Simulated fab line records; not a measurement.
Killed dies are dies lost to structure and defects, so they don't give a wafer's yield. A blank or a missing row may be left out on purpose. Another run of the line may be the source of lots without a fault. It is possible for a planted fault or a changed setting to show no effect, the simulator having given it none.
One fault seen from 2 desks ; flow n5_finfet ; only its own numbers are on each desk; what lay behind them is given at the end

## THE METROLOGY DESK
Lot by lot, what the gauges showed, no matter which tool ran the lot: averages of those sampled wafers that carry a number. If a lot's mean is further than 4 standard deviations from the usual mean, the lot is out of limits and carries the mark OUT (the distance appears in the brackets). It has 10 readings; the 7 that lie furthest out on some lot are the ones shown.
Columns: A = DIBL_P at N5_BEOL_M4_RC_MEAS_101, usual 36.2 mV/V; B = IOFF_N at N5_BEOL_M4_RC_MEAS_101, usual 0.16 nA/um; C = IOFF_P at N5_BEOL_M4_RC_MEAS_101, usual 0.21 nA/um; D = ION_N at N5_BEOL_M4_RC_MEAS_101, usual 673 uA/um; E = SS_N at N5_BEOL_M4_RC_MEAS_101, usual 71.6 mV/dec; F = VT_N at N5_BEOL_M4_RC_MEAS_101, usual 251 mV; G = VT_P at N5_BEOL_M4_RC_MEAS_101, usual -251 mV
lot;first seen here;A;B;C;D;E;F;G
L275;day 7 13:00;34.5;0.15;0.21;680;72.0;251;-251
L278;day 8 12:02;35.1;0.15;0.18;667;72.0;251;-253
L279;day 8 17:03;38.1;0.18;0.26;672;72.0;251;-246
L280;day 8 20:27;34.1;0.13;0.20;667;70.6;253;-249
L285;day 9 19:12;35.8;0.16;0.19;684;71.9;250;-253
L291;day 11 05:26;36.4;0.16;0.24;682;71.4;248;-244
L294;day 12 04:56;36.2;0.15;0.19;665;71.7;253;-251
L296;day 12 17:08;36.3;0.16;0.20;678;71.4;250;-254
L297;day 13 07:39;35.4;0.13;0.17;663;71.1;253;-254
L298;day 13 10:01;40.4;0.22;0.27;697;72.5;245;-248
Result from this desk: across the 10 lots, nothing is out of limits.

## FOR THE TOOL OWNER'S DESK: cmp-01
The tool's own readings at N5_HKMG_FIN_CMP_23 (polishes, stops on SiNx, t overpolish 10 s, target thk 46.326 nm): means of the sampled wafers that have a number, for each lot that ran on this tool. If a lot's mean is further than 4 standard deviations from the usual mean, the lot is out of limits and carries the mark OUT (the distance appears in the brackets).
Columns: A = motor_current_A at N5_HKMG_FIN_CMP_23, usual 11.9 A; B = overpolish_run_s at N5_HKMG_FIN_CMP_23, usual 9.98 s; C = platen_rpm at N5_HKMG_FIN_CMP_23, usual 50.29 rpm; D = time_to_endpoint_s at N5_HKMG_FIN_CMP_23, usual 11.8 s
lot;first seen here;A;B;C;D
L278;day 5 02:21;12.5;9.99;50.27;12.9
L280;day 5 13:04;10.9;10.01;50.32;11.5
L285;day 6 19:05;13.1;10.00;50.29;14.3
L291;day 8 03:58;11.8;9.99;48.27 (-56) OUT;9.9
L294;day 9 01:53;12.0;10.01;48.30 (-55) OUT;16.1
This desk finds L291, L294 out of limits, L291 being first, at day 8 03:58 (platen_rpm at N5_HKMG_FIN_CMP_23). In limits: L278, L280, L285.

## ALL TOGETHER
At day 8 03:58, on L291, L294, the tool owner's desk was in a position to raise an alarm.
Nothing out of limits was seen by the metrology desk.
The metrology desk has L291, L294 on record, within its limits.
Of the lots named, all ran N5_HKMG_FIN_CMP_23 on cmp-01.

## WHAT THE SIMULATOR HAD INSERTED
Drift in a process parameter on cmp-01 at N5_HKMG_FIN_CMP_23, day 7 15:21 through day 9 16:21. A move of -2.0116 in setting platen_rpm, from 50.289. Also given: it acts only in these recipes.
Lots struck among those shown: L291, L294.
How many hours passed from the start of the fault until each desk's first out-of-limits reading: the tool owner's desk, 13.
